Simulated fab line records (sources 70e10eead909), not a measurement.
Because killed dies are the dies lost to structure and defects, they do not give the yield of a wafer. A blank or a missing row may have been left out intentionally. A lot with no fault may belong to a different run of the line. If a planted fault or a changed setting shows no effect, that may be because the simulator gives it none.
2 desks looking at one fault    flow nand-harc    each desk holds nothing but its own numbers, with what lay behind them at the end

FROM THE METROLOGY DESK
Means of the sampled wafers that have a number, per lot and without regard to the tool the lot ran on: this is what the gauges read. The brackets show how far a lot's mean lies from the usual mean; more than 4 standard deviations puts the lot out of limits, marked OUT.
Columns: A = thk-nm at NHARC_A_ONON_D1_THK_MEAS_21, usual 999 nm
lot   first seen here  A
L435  day 8 09:34      1005
L436  day 8 09:35      1001
L437  day 8 14:41      999
L438  day 8 22:52      983
L439  day 8 22:52      987
L440  day 9 02:44      1010
L443  day 9 15:05      991
L447  day 11 04:55     1007
L448  day 11 04:56     998
L449  day 11 04:56     998
L456  day 13 12:52     1640 (+77) OUT
L458  day 14 02:20     1316 (+38) OUT
This desk's verdict: out of limits on L456, L458, starting with L456 at day 13 12:52 (thk-nm at NHARC_A_ONON_D1_THK_MEAS_21). L435, L436, L437, L438, L439, L440, L443, L447, L448, L449: within limits.

DESK OF THE TOOL OWNER: pecvd-onon-03
The tool's own readings at NHARC_A_ONON_D1_DEP_19 (target thk 1000 nm): means of the sampled wafers that have a number, for each lot that ran on this tool. The brackets show how far a lot's mean lies from the usual mean; more than 4 standard deviations puts the lot out of limits, marked OUT.
Columns: A = n2o-flow-sccm at NHARC_A_ONON_D1_DEP_19, usual 1999 sccm
lot   first seen here  A
L435  day 8 09:07      1998
L439  day 8 22:25      2001
L440  day 9 02:20      1998
L449  day 11 04:29     2003
L456  day 13 12:32     2000
L458  day 14 02:03     2002
Result from this desk: across the 6 lots, nothing is out of limits.

PUT TOGETHER
At day 13 12:52 the metrology desk could have sounded an alarm, on L456, L458.
The tool owner's desk saw nothing out of limits.
The tool owner's desk has L456, L458 on record, within its limits.
Every lot named ran NHARC_A_ONON_D1_DEP_19 on pecvd-onon-03.

WHAT THE SIMULATOR HAD PUT IN
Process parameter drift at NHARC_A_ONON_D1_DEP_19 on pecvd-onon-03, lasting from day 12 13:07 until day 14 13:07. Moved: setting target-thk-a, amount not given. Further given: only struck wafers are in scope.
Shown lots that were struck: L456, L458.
Delay in hours, fault start to first out-of-limits reading, per desk: metrology desk 24.
